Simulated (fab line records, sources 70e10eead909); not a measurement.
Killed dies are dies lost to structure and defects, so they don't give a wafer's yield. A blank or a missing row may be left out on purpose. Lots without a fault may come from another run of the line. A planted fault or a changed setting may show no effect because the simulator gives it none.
A struck lot beside a sound one | flow nand_harc | 42 steps out of a route of 1302
Sound: wafers L432.3, L432.4, L432.6. Struck: wafers L439.1, L439.3, L439.4. The cause comes at the end.
At each step with rows: each side's tool, then ch and its chambers, then its first start. Under that, the readings that differ: sound wafers | struck wafers | difference of the means | sigmas: that difference in standard deviations of wafers without a fault.
alike: readings whose means differ by less than 2 such deviations, and words and numbers that are the same on both sides. not compared: withheld readings, readings that some wafer has no value for, bounds like >300 that may hide the same value, and numbers for which the record gives no deviation and whose values overlap.
The two part at a step that has a row with sigmas, a row that says differs or no value, or rows on one side only. Numbers that don't overlap but have no deviation are shown without sigmas and don't part them. A reading that every wafer of one side lacks parts them only if that side has two wafers or more.

NHARC_A_ONON_D1_INSPECT_32:
  sound on defect_inspect-02, day 9 12:26; struck on defect_inspect-01, day 12 18:26
  alike: raw_defect_count
NHARC_A_CHANNEL_HOLE_D1_DEP_00: deposits aC, target thk 3100 nm.
  sound on acl_dep-03 ch 0, day 9 13:08; struck on acl_dep-02 ch 0, day 12 19:15
  alike: throttle_valve_pct
then, 9 steps without rows for these wafers: NHARC_A_CHANNEL_HOLE_D1_DEP_01 (deposits SiON, target thk 140 nm); NHARC_A_CHANNEL_HOLE_D1_DEHYDRATE_02 (time 120 s); NHARC_A_CHANNEL_HOLE_D1_HMDS_03 (time 30 s); NHARC_A_CHANNEL_HOLE_D1_COAT_36 (time 75 s); NHARC_A_CHANNEL_HOLE_D1_COAT_37 (time 65 s); NHARC_A_CHANNEL_HOLE_D1_COAT_04 (resist thk 90 nm); NHARC_A_CHANNEL_HOLE_D1_SOFTBAKE_05 (time 55 s); NHARC_A_CHANNEL_HOLE_D1_EBR_06; NHARC_A_CHANNEL_HOLE_D1_EXPOSE_07 (exposes mask HOLE D1, target cd 100 nm).
NHARC_A_CHANNEL_HOLE_D1_PEB_08: peb time 65 s.
  sound on litho_track-06 ch 0, day 9 15:07; struck on litho_track-06 ch 0, day 12 21:40
  reading                  | sound                | struck            | difference | sigmas
  heater_power_total_W (W) | 156.6 157.0 156.0    | 147.8 147.3 148.1 | -8.8       | -20
  plate_temp_C (C)         | 100.07 100.14 100.21 | 95.85 95.84 95.92 | -4.27      | -36
then, 1 step without rows for these wafers: NHARC_A_CHANNEL_HOLE_D1_DEVELOP_09 (develop time 35 s).
NHARC_A_CHANNEL_HOLE_D1_CD_MEAS_10: target cd 100 nm.
  sound on cd_sem-03 ch 0, day 9 15:11; struck on cd_sem-01 ch 0, day 12 21:45
  reading    | sound           | struck         | difference | sigmas
  cd_nm (nm) | 99.8 99.4 100.0 | 85.9 86.3 86.1 | -13.6      | -30
NHARC_A_CHANNEL_HOLE_D1_OVL_MEAS_11:
  sound on overlay-02, day 9 15:17; struck on overlay-01, day 12 21:51
  alike: overlay_x_nm, overlay_y_nm
NHARC_A_CHANNEL_HOLE_D1_INSPECT_12:
  sound on defect_inspect-01, day 9 15:19; struck on defect_inspect-01, day 12 21:53
  alike: raw_defect_count
NHARC_A_CHANNEL_HOLE_D1_DESCUM_15: chemistry O2, time 3 s.
  sound on rie_diel-03 ch 1,2, day 9 15:23; struck on rie_diel-07 ch 1,2,3, day 12 21:56
  reading                            | sound            | struck            | difference | sigmas
  model.A_CHANNEL_HOLE_D1.cd_nm (nm) | 98.82 100.6 99.8 | 86.29 86.76 86.04 | -13.38     |
  alike: drypump_motor_current_A, oes_product_au, rf_vpp_V, showerhead_plenum_p_Torr, throttle_valve_pct
  not compared: rf_hours_counter_h
NHARC_A_CHANNEL_HOLE_D1_ETCH_38: etches the open film in CF4, target depth 39 nm, time 65 s.
  sound on rie_diel-03 ch 0,1, day 9 15:28; struck on rie_diel-07 ch 1,2,3, day 12 22:02
  reading      | sound             | struck            | difference | sigmas
  rf_vpp_V (V) | 150.3 149.8 150.4 | 151.0 152.5 153.1 | +2.0       | +2
  alike: drypump_motor_current_A, oes_product_au, showerhead_plenum_p_Torr, throttle_valve_pct
  not compared: rf_hours_counter_h
then, 3 steps without rows for these wafers: NHARC_A_CHANNEL_HOLE_D1_ETCH_39 (etches the open film in N2/H2, target depth 260 nm, time 325 s); NHARC_A_CHANNEL_HOLE_D1_ETCH_34 (etches the open film in CF4/CHF3, target depth 154 nm, time 77 s); NHARC_A_CHANNEL_HOLE_D1_ETCH_16 (etches the open film in O2/COS, target depth 3100 nm, time 806 s).
NHARC_A_CHANNEL_HOLE_D1_CD_MEAS_18:
  sound on cd_sem-01, day 9 16:29; struck on cd_sem-03, day 12 23:03
  reading    | sound           | struck         | difference | sigmas
  cd_nm (nm) | 98.0 100.0 98.7 | 85.9 83.5 83.0 | -14.8      | -7
then, 2 steps without rows for these wafers: NHARC_A_CHANNEL_HOLE_D1_ETCH_19 (etches the open film in C4F8/O2/Ar, time 34.5 s); NHARC_A_CHANNEL_HOLE_D1_ETCH_20 (etches the open film in C4F8/O2/Ar, time 361.9 s, target depth 1600 nm).
NHARC_A_CHANNEL_HOLE_D1_ETCH_21: etches the open film in C4F8/O2/Ar, time 514.3 s, target depth 1600 nm.
  sound on har_etch-02 ch 1, day 9 17:43; struck on har_etch-02 ch 0,1, day 12 23:34
  alike: drypump_motor_current_A, showerhead_plenum_p_Torr, throttle_valve_pct
  not compared: rf_hours_counter_h
NHARC_A_CHANNEL_HOLE_D1_ETCH_22: etches the open film in C4F8/O2/Ar, time 666.7 s, target depth 1600 nm.
  sound on har_etch-02 ch 1, day 9 18:41; struck on har_etch-02 ch 0,1, day 13 00:00
  alike: drypump_motor_current_A, showerhead_plenum_p_Torr, throttle_valve_pct
  not compared: rf_hours_counter_h
then, 3 steps without rows for these wafers: NHARC_A_CHANNEL_HOLE_D1_ETCH_23 (etches the open film in C4F8/O2/Ar, time 819 s, target depth 1600 nm); NHARC_A_CHANNEL_HOLE_D1_ETCH_24 (etches the open film in C4F8/O2/Ar, time 906.2 s, target depth 1500 nm); NHARC_A_CHANNEL_HOLE_D1_ETCH_25 (etches the open film in C4F8/O2/Ar, time 1040.2 s, target depth 1500 nm).
NHARC_A_CHANNEL_HOLE_D1_ETCH_26: etches the open film in C4F8/O2/Ar, time 224.1 s, target depth 300 nm.
  sound on har_etch-02 ch 1, day 10 00:17; struck on har_etch-02 ch 0,1, day 13 02:55
  alike: drypump_motor_current_A, showerhead_plenum_p_Torr, throttle_valve_pct
  not compared: rf_hours_counter_h
then, 4 steps without rows for these wafers: NHARC_A_CHANNEL_HOLE_D1_ETCH_33 (etches the open film in C4F8/O2/Ar, time 90 s, target depth 400 nm); NHARC_A_CHANNEL_HOLE_D1_STRIP_41 (strips in N2/H2); NHARC_A_CHANNEL_HOLE_D1_STRIP_42 (strips in CF4/CHF3); NHARC_A_CHANNEL_HOLE_D1_STRIP_43 (strips in O2/COS).
NHARC_A_CHANNEL_HOLE_D1_ETCH_44: etches the open film in CF4/O2, target depth 140 nm, overetch 14 nm, time 77 s.
  sound on rie_diel-03 ch 2,3, day 10 01:29; struck on rie_diel-03 ch 0,1,3, day 13 03:52
  reading                            | sound             | struck           | difference | sigmas
  model.A_CHANNEL_HOLE_D1.cd_nm (nm) | 88.78 88.72 88.92 | 77.2 77.38 78.63 | -11.1      |
  alike: drypump_motor_current_A, oes_ar_750_au, oes_product_au, rf_vpp_V, showerhead_plenum_p_Torr, throttle_valve_pct
  not compared: rf_hours_counter_h
then, 3 steps without rows for these wafers: NHARC_A_CHANNEL_HOLE_D1_STRIP_27 (strips in O2); NHARC_A_CHANNEL_HOLE_D1_PRECLEAN_28 (cleans in SC1); NHARC_A_CHANNEL_HOLE_D1_SRD_29.
NHARC_A_CHANNEL_HOLE_D1_CD_MEAS_30:
  sound on cd_sem-02, day 10 02:17; struck on cd_sem-01, day 13 04:40
  reading    | sound          | struck         | difference | sigmas
  cd_nm (nm) | 89.2 89.1 88.8 | 76.7 77.8 78.9 | -11.2      | -9
NHARC_A_CHANNEL_HOLE_D1_XSEM_31:
  sound on xsem-02 ch 0, day 10 02:23; struck on xsem-02 ch 0, day 13 04:45
  reading        | sound          | struck         | difference | sigmas
  bot_cd_nm (nm) | 73.3 73.2 72.7 | 61.4 62.6 63.6 | -10.5      | -8
  alike: bow_nm, tilt_deg
NHARC_A_CHANNEL_HOLE_D1_INSPECT_40:
  sound on defect_inspect-02, day 10 02:28; struck on defect_inspect-02, day 13 04:51
  alike: raw_defect_count
-- the record jumps here: 16 days lie between the struck wafers' starts before and after (it left off in module A_CHANNEL_HOLE_D1 and takes up again in module END, whose first step shown is number 1301 of the route) --
NHARC_END_WLT_00:
  sound on prober-02, day 25 12:58; struck on prober-02, day 29 02:37
  reading                           | sound             | struck            | difference | sigmas
  VT_DECK1_BOTTOM                   | 0.865 0.869 0.861 | 0.827 0.838 0.834 | -0.032     | -5
  VT_DECK1_BOTTOM_INNER             | 0.865 0.869 0.867 | 0.827 0.837 0.842 | -0.032     | -5
  VT_DECK1_MEDIAN_NEAR_BOTTOM       | 0.874 0.872 0.875 | 0.826 0.835 0.837 | -0.041     | -6
  VT_DECK1_MEDIAN_NEAR_BOTTOM_INNER | 0.872 0.874 0.867 | 0.833 0.832 0.837 | -0.037     | -5
  VT_DECK1_MIDDLE                   | 0.887 0.872 0.889 | 0.849 0.847 0.857 | -0.032     | -5
  VT_DECK1_MIDDLE_INNER             | 0.883 0.885 0.889 | 0.843 0.843 0.845 | -0.042     | -7
  VT_DECK1_TOP                      | 0.892 0.901 0.887 | 0.861 0.861 0.860 | -0.033     | -5
  VT_DECK1_TOP_INNER                | 0.895 0.898 0.896 | 0.861 0.869 0.863 | -0.032     | -5
  alike: VT_DECK2_BOTTOM, VT_DECK2_BOTTOM_INNER, VT_DECK2_MEDIAN_NEAR_BOTTOM, VT_DECK2_MEDIAN_NEAR_BOTTOM_INNER, VT_DECK2_MIDDLE, VT_DECK2_MIDDLE_INNER, VT_DECK2_TOP, VT_DECK2_TOP_INNER

WHERE THEY PART
First at NHARC_A_CHANNEL_HOLE_D1_PEB_08; last, within this record, at NHARC_END_WLT_00.

WHY: what the simulator had put in
Process parameter drift: litho_track-06, from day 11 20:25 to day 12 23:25, at NHARC_A_CHANNEL_HOLE_D1_PEB_08. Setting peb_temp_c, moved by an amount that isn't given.
